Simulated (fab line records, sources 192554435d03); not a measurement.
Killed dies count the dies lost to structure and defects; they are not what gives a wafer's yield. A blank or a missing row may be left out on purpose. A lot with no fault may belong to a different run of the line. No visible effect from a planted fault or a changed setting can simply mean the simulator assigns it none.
fab line records	flow n5_finfet
record lots=11	wafers=33	last_day=17
route steps=1938 shown BEOL_M5@1177 BEOL_M6@1209 PASSIVATION@1936
lots that met no fault: from a run of the same line without faults
start_h: start of the lot's first displayed wafer, in hours after the record's first day	wait_h: time in hours since the lot's previous step	" same as the row above	L1.1+2: a row that stands for several wafers	- value missing, or start not given	* or withheld: withheld	< > ~ a bound
route shown NAME@n: NAME is a module with steps in the file, n the number in the route of the first one	usual: mean/standard deviation of fault-free wafers	same: alike in all rows	chamber/n: place in a boat	sites: readings site by site	_std_site: standard deviation across them	_edge_site: inner sites' mean taken away from outer sites' mean	radius_mm: how far each site lies from the wafer's centre	mask NAME#n: copy n	behind: the last tool/chamber to shape the wafer	hold: what put the lot on hold/how long, in hours/how the hold closed	device: which transistor (n, p or np) failed to switch	end of line: the route-end tests of the same wafers	a step without rows: its recipe alone	killed: count of dies lost to structure and defects at first sort (not the wafer's yield)	map: per-die view of a wafer (x killed, . not killed, _ where there is no die)
set.NAME: setting as actually run; set.NAME@STEP: the setting as run at that earlier step	model.NAME: the simulator's own value behind a step, which no gauge read
route steps across a sampled set of lots; one table per step, one row per wafer
services: when a tool's chamber went out of use (start_h, in hours from the record's first day, below 0 if earlier), for how many hours, and the reason
## steps
# step N5_BEOL_M5_SPUTTER_81
# recipe material=Cu	target_thk_a=150	temp_c=-20	chamber_pressure_pa=0.07	power_w=withheld	time_s=27.62
# usual throttle_valve_pct=29.5/0.79
lot.wafer	tool	chamber	start_h	wait_h	throttle_valve_pct
L564.3	pvd_sputter-03	-	210.61	0.5	29.1
L564.5	"	-	"	"	30.4
L564.6	"	-	"	"	29.2
L566.1	pvd_sputter-01	-	224.22	0.5	29.9
L566.5	"	-	"	"	29.8
L566.6	"	-	"	"	30.5
L568.2	pvd_sputter-01	-	240.80	0.5	28.6
L568.4	"	-	"	"	29.6
L568.6	"	-	"	"	30.7
L569.1	pvd_sputter-01	-	247.37	0.5	30.0
L569.2	"	-	"	"	29.5
L569.5	"	-	"	"	28.2
L576.3	pvd_sputter-02	-	261.89	0.5	29.1
L576.5	"	-	"	"	29.5
L576.6	"	-	"	"	29.4
L577.1	pvd_sputter-01	-	287.05	0.5	29.8
L577.2	"	-	"	"	30.6
L577.3	"	-	"	"	30.1
L578.1	pvd_sputter-02	-	292.76	0.5	28.1
L578.4	"	-	"	"	29.2
L578.6	"	-	"	"	28.2
L580.1	pvd_sputter-01	-	307.05	0.5	29.8
L580.4	"	-	"	"	28.7
L580.5	"	-	"	"	30.4
L582.1	pvd_sputter-01	-	312.65	0.5	30.0
L582.4	"	-	"	"	31.0
L582.6	"	-	"	"	30.1
L583.1	pvd_sputter-01	-	318.22	0.5	28.3
L583.5	"	-	"	"	28.5
L583.6	"	-	"	"	29.7
L584.3	pvd_sputter-02	-	322.40	0.5	29.1
L584.5	"	-	"	"	29.9
L584.6	"	-	"	"	30.3
# step N5_BEOL_M5_ANNEAL_51
# recipe temp_c=225	time_s=90	ambient=N2
# usual wafer_temp_C_max=226.06/0.28
lot.wafer	tool	chamber	start_h	wait_h	wafer_temp_C_max
L564.3	rtp_anneal-01	0	214.30	0.1	225.96
L564.5	"	0	"	"	225.82
L564.6	"	0	"	"	226.11
L566.1	rtp_anneal-01	0	227.69	0.1	225.70
L566.5	"	0	"	"	225.86
L566.6	"	0	"	"	225.86
L568.2	rtp_anneal-01	0	244.33	0.1	225.98
L568.4	"	0	"	"	225.67
L568.6	"	0	"	"	225.87
L569.1	rtp_anneal-02	0	250.92	0.1	226.18
L569.2	"	0	"	"	226.06
L569.5	"	0	"	"	226.60
L576.3	rtp_anneal-01	0	265.44	0.1	225.93
L576.5	"	0	"	"	226.03
L576.6	"	0	"	"	225.78
L577.1	rtp_anneal-01	0	291.13	0.7	226.12
L577.2	"	0	"	"	225.82
L577.3	"	0	"	"	226.29
L578.1	rtp_anneal-01	0	296.28	0.1	226.03
L578.4	"	0	"	"	225.81
L578.6	"	0	"	"	225.46
L580.1	rtp_anneal-01	0	310.51	0.1	226.10
L580.4	"	0	"	"	225.56
L580.5	"	0	"	"	225.79
L582.1	rtp_anneal-02	0	316.12	0.1	226.07
L582.4	"	0	"	"	226.33
L582.6	"	0	"	"	226.39
L583.1	rtp_anneal-02	0	322.43	0.8	226.50
L583.5	"	0	"	"	226.18
L583.6	"	0	"	"	226.03
L584.3	rtp_anneal-01	0	325.95	0.1	225.66
L584.5	"	0	"	"	226.20
L584.6	"	0	"	"	225.88
# step N5_BEOL_M5_CMP_52
# recipe stop_on=SiCOH_lowk	t_overpolish_s=6.9	down_force_psi=1	platen_rpm=50	clearing_platen_down_force_psi=1.5	clearing_platen_rpm=50	post_cmp_clean=cu_alkaline	target_thk_nm=62	clearing_platen_pad_velocity_m_s=0.99484	pad_velocity_m_s=0.99484
# usual barrier_field_endpoint_s=24.8/0.62	motor_current_A=5.9/0.89	overpolish_run_s=6.899/0.0094	time_to_endpoint_s=63.0/2.6
lot.wafer	tool	chamber	start_h	wait_h	barrier_field_endpoint_s	motor_current_A	overpolish_run_s	time_to_endpoint_s
L564.3	cmp-03	3	214.51	0.2	25.6	7.5	6.895	64.3
L564.5	"	3	"	"	24.9	7.6	6.884	62.7
L564.6	"	0	"	"	25.2	4.8	6.901	64.6
L566.1	cmp-01	2	228.00	0.3	24.8	6.0	6.896	62.8
L566.5	"	2	"	"	25.6	6.0	6.887	61.2
L566.6	"	3	"	"	25.6	6.2	6.914	61.1
L568.4	cmp-03	0	245.22	0.8	25.1	4.6	6.892	65.1
L568.2	"	2	"	"	25.2	4.6	6.904	64.8
L568.6	"	0	"	"	25.2	4.8	6.891	62.3
L569.1	cmp-02	1	251.21	0.3	24.6	6.8	6.899	60.7
L569.2	"	3	"	"	24.5	5.8	6.906	62.9
L569.5	"	2	"	"	24.3	6.8	6.890	62.5
L576.3	cmp-01	3	265.69	0.2	25.1	6.6	6.888	66.4
L576.5	"	2	"	"	24.7	6.0	6.895	64.9
L576.6	"	3	"	"	25.6	6.2	6.898	65.4
L577.2	cmp-02	0	291.58	0.4	24.9	5.2	6.910	62.4
L577.1	"	2	"	"	25.7	6.5	6.906	61.7
L577.3	"	3	"	"	26.1	5.9	6.906	65.1
L578.4	cmp-02	1	296.61	0.2	24.9	6.7	6.897	62.1
L578.1	"	2	"	"	25.1	6.6	6.905	61.9
L578.6	"	1	"	"	24.3	7.0	6.895	64.5
L580.1	cmp-02	3	310.81	0.3	25.3	5.7	6.922	65.7
L580.4	"	1	"	"	25.5	6.9	6.896	62.2
L580.5	"	3	"	"	25.3	5.6	6.898	61.7
L582.4	cmp-02	1	316.45	0.2	24.2	7.1	6.882	62.6
L582.1	"	3	"	"	24.3	5.7	6.908	63.2
L582.6	"	1	"	"	24.9	7.2	6.920	61.6
L583.1	cmp-01	1	322.77	0.3	24.5	5.5	6.898	64.9
L583.5	"	0	"	"	24.6	4.7	6.899	64.0
L583.6	"	1	"	"	25.0	5.6	6.884	64.1
L584.3	cmp-03	0	326.27	0.3	25.4	4.7	6.889	66.3
L584.6	"	1	"	"	25.9	6.5	6.895	63.0
L584.5	"	2	"	"	26.3	4.7	6.902	67.0
# step N5_BEOL_M5_INSPECT_58
# recipe inspect_instrument=darkfield	mode=post_dep
# usual raw_defect_count=78/24
lot.wafer	tool	chamber	start_h	wait_h	raw_defect_count
L564.3	defect_inspect-02	-	215.10	0.0	47
L564.5	"	-	"	"	60
L564.6	"	-	"	"	61
L566.1	defect_inspect-01	-	228.58	0.0	58
L566.5	"	-	"	"	43
L566.6	"	-	"	"	49
L568.2	defect_inspect-01	-	246.04	0.0	873
L568.4	"	-	"	"	112
L568.6	"	-	"	"	73
L569.1	defect_inspect-02	-	251.79	0.0	71
L569.2	"	-	"	"	88
L569.5	"	-	"	"	55
L576.3	defect_inspect-02	-	266.31	0.0	126
L576.5	"	-	"	"	119
L576.6	"	-	"	"	152
L577.1	defect_inspect-02	-	292.19	0.0	86
L577.2	"	-	"	"	72
L577.3	"	-	"	"	54
L578.1	defect_inspect-02	-	297.15	0.0	56
L578.4	"	-	"	"	91
L578.6	"	-	"	"	86
L580.1	defect_inspect-01	-	311.40	0.0	68
L580.4	"	-	"	"	77
L580.5	"	-	"	"	66
L582.1	defect_inspect-01	-	316.99	0.0	48
L582.4	"	-	"	"	32
L582.6	"	-	"	"	36
L583.1	defect_inspect-01	-	323.37	0.0	73
L583.5	"	-	"	"	95
L583.6	"	-	"	"	82
L584.3	defect_inspect-02	-	326.74	0.0	85
L584.5	"	-	"	"	82
L584.6	"	-	"	"	102
# step N5_BEOL_M6_INSPECT_13
# recipe mode=adi	inspect_instrument=brightfield
# usual raw_defect_count=457/110
lot.wafer	tool	chamber	start_h	wait_h	raw_defect_count
L564.3	defect_inspect-02	-	218.69	0.0	323
L564.5	"	-	"	"	309
L564.6	"	-	"	"	316
L566.1	defect_inspect-02	-	230.92	0.0	401
L566.5	"	-	"	"	297
L566.6	"	-	"	"	400
L568.2	defect_inspect-02	-	248.19	0.0	1362
L568.4	"	-	"	"	547
L568.6	"	-	"	"	483
L569.1	defect_inspect-01	-	254.05	0.0	338
L569.2	"	-	"	"	479
L569.5	"	-	"	"	273
L576.3	defect_inspect-01	-	268.66	0.0	586
L576.5	"	-	"	"	507
L576.6	"	-	"	"	551
L577.1	defect_inspect-02	-	294.40	0.0	436
L577.2	"	-	"	"	434
L577.3	"	-	"	"	344
L578.1	defect_inspect-02	-	299.72	0.0	378
L578.4	"	-	"	"	404
L578.6	"	-	"	"	419
L580.1	defect_inspect-02	-	314.49	0.0	392
L580.4	"	-	"	"	669
L580.5	"	-	"	"	437
L582.1	defect_inspect-01	-	320.19	0.0	443
L582.4	"	-	"	"	607
L582.6	"	-	"	"	277
L583.1	defect_inspect-01	-	325.55	0.0	387
L583.5	"	-	"	"	454
L583.6	"	-	"	"	420
L584.3	defect_inspect-01	-	328.67	0.0	354
L584.5	"	-	"	"	399
L584.6	"	-	"	"	461
# step N5_PASSIVATION_PROBE_49
# usual defect_limited_yield=91.1/1.4	killed_at_M0_to_M3=33/10	killed_at_M4_up=15/5.8	killed_at_contacts=13/5.9	killed_at_front_end=39/11	killed_at_other=4/3.6	killed_dies=105/16	killed_on_rim=13/3.7	killed_open=68/11	killed_short=34/7.8	sort_bin_5_function=5.2/0.88	sort_bin_6_memory=3.3/0.61	sort_n_pass=1075/16	sort_yield_pct=91.1/1.4
# same gross_dies=1180	killed_at_back_side=0	sort_bin_4_leakage[%]=0	sort_bin_8_speed[%]=0
lot.wafer	tool	chamber	start_h	wait_h	defect_limited_yield[%]	killed_at_M0_to_M3	killed_at_M4_up	killed_at_contacts	killed_at_front_end	killed_at_other	killed_dies	killed_on_rim	killed_open	killed_short	sort_bin_5_function[%]	sort_bin_6_memory[%]	sort_n_pass	sort_yield_pct[%]
L568.2	prober-01	-	340.70	0.1	49.7	10	526	15	39	3	593	73	50	24	31.2	14.9	587	49.7
L568.4	prober-01	-	340.80	0.2	90.7	30	10	15	49	6	110	10	70	38	5.7	3.2	1070	90.7
L568.6	prober-01	-	340.90	0.3	89.6	35	19	17	46	6	123	13	87	33	6.1	4.0	1057	89.6
L576.3	prober-01	-	358.42	0.1	92.0	34	11	4	35	10	94	11	60	33	4.5	3.1	1086	92.0
L576.5	prober-01	-	358.52	0.2	91.8	46	9	7	27	8	97	15	54	42	4.5	3.4	1083	91.8
L576.6	prober-01	-	358.57	0.3	91.6	28	23	19	21	8	99	10	69	29	4.7	3.1	1081	91.6
L577.1	prober-02	-	375.67	0.0	88.4	23	23	8	73	10	137	15	83	48	6.2	4.7	1043	88.4
L577.2	prober-02	-	375.72	0.1	92.6	24	11	11	40	1	87	5	52	30	4.5	2.5	1093	92.6
L577.3	prober-02	-	375.77	0.1	89.4	29	14	11	61	10	125	18	81	40	6.4	3.6	1055	89.4
# killed by level:class
L568.2 BEOL_M5:unspecified=518 FIN_SAQP:geometric_particle:open=13 MOL_CONTACT_COAG:geometric_particle:open=12 FIN_SAQP:geometric_particle:short=10 BEOL_M0_SAQP:geometric_particle:open=4 STARTING-WAFER:geometric_particle:open=4 GATE_CUT:geometric_particle:short=3 MOL_CONTACT_COAG:geometric_particle:short=3
L568.4 FIN_SAQP:geometric_particle:open=13 FIN_SAQP:geometric_particle:short=9 MOL_CONTACT_COAG:geometric_particle:open=9 BEOL_M2:geometric_particle:open=7 BEOL_M3:geometric_particle:open=7 STI_FIN_REVEAL:geometric_particle:open=5 DUMMY_GATE:geometric_particle:open=5 MOL_CONTACT_COAG:geometric_particle:short=5
L568.6 MOL_CONTACT_COAG:geometric_particle:open=12 GATE_CUT:geometric_particle:short=10 FIN_SAQP:geometric_particle:open=8 BEOL_M5:geometric_particle:open=8 BEOL_M3:geometric_particle:open=7 STI_FIN_REVEAL:geometric_particle:open=6 BEOL_M0_SAQP:geometric_particle:open=6 MOL_CONTACT_COAG:geometric_particle:short=5
L576.3 BEOL_M2:geometric_particle:open=15 FIN_SAQP:geometric_particle:open=10 FIN_SAQP:geometric_particle:short=8 BEOL_M1:geometric_particle:open=6 BEOL_M4:geometric_particle:open=5 GATE_CUT:geometric_particle:short=4 BEOL_M2:geometric_particle:short=4 PAD_METAL:geometric_particle:open=4
L576.5 BEOL_M0_SAQP:geometric_particle:short=15 BEOL_M1:geometric_particle:open=11 BEOL_M2:geometric_particle:open=11 FIN_SAQP:geometric_particle:short=6 FIN_SAQP:geometric_particle:open=6 BEOL_M0_SAQP:geometric_particle:open=5 MOL_CONTACT_COAG:geometric_particle:open=4 BEOL_M2:geometric_particle:short=4
L576.6 BEOL_M4:geometric_particle:open=17 MOL_CONTACT_COAG:geometric_particle:open=12 BEOL_M2:geometric_particle:open=9 MOL_CONTACT_COAG:geometric_particle:short=6 DUMMY_GATE:geometric_particle:open=5 BEOL_M1:geometric_particle:open=4 BEOL_M0_SAQP:geometric_particle:short=4 FIN_SAQP:geometric_particle:open=3
L577.1 FIN_SAQP:geometric_particle:short=17 FIN_SAQP:geometric_particle:open=15 STI_FIN_REVEAL:geometric_particle:open=13 GATE_CUT:geometric_particle:short=11 BEOL_M2:geometric_particle:open=10 BEOL_M4:geometric_particle:open=9 MOL_CONTACT_COAG:geometric_particle:open=6 PAD_METAL:geometric_particle:open=6
L577.2 FIN_SAQP:geometric_particle:short=11 MOL_CONTACT_COAG:geometric_particle:open=10 BEOL_M2:geometric_particle:open=8 FIN_SAQP:geometric_particle:open=7 BEOL_M3:geometric_particle:open=6 STI_FIN_REVEAL:geometric_particle:open=5 ILD0:geometric_particle:short=4 BEOL_M4:geometric_particle:open=4
L577.3 FIN_SAQP:geometric_particle:open=19 BEOL_M2:geometric_particle:open=13 FIN_SAQP:geometric_particle:short=10 MOL_CONTACT_COAG:geometric_particle:open=8 ILD0:geometric_particle:open=7 BEOL_M4:geometric_particle:open=7 STI_FIN_REVEAL:geometric_particle:open=5 ILD0:geometric_particle:short=5
## services
tool	chamber	start_h	hours	kind
cmp-03	-	186.94	8.3	pm
cmp-02	-	211.14	20.4	pm
cmp-01	-	223.63	1.2	repair
cmp-02	-	237.50	1.2	repair
cmp-02	-	244.44	0.2	repair
cmp-02	-	255.96	2.2	repair
cmp-03	-	256.25	2.7	repair
cmp-02	-	271.97	4.0	pm
cmp-02	-	275.97	-	consumable_replace:conditioner
cmp-02	-	275.97	-	consumable_replace:pad
cmp-01	-	291.37	5.3	repair
cmp-03	-	309.49	1.3	repair
cmp-01	-	314.33	3.1	pm
## key
first_sign step=N5_BEOL_M5_INSPECT_58	reading=raw_defect_count	direction=up	sigmas=33	usual=78	struck=873
effect step=N5_BEOL_M6_INSPECT_13	reading=raw_defect_count	direction=up	sigmas=8.3	usual=457	struck=1362
effect step=N5_PASSIVATION_PROBE_49	reading=killed_at_M4_up	direction=up	sigmas=89	usual=15	struck=526
more_kills_born_at N5_BEOL_M5_CMP_52@cmp-03=518
met_at N5_BEOL_M5_CMP_52
struck_lots L568
struck_wafers L568.2
not_acting_at N5_BEOL_M5_SPUTTER_81,N5_BEOL_M5_ANNEAL_51
fault kind=chamber_particle_source	tool=cmp-03	chamber=2	onset_h=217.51	steps=N5_BEOL_M5_CMP_52	rate_per_visit_cm2=1.021	end_h=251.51
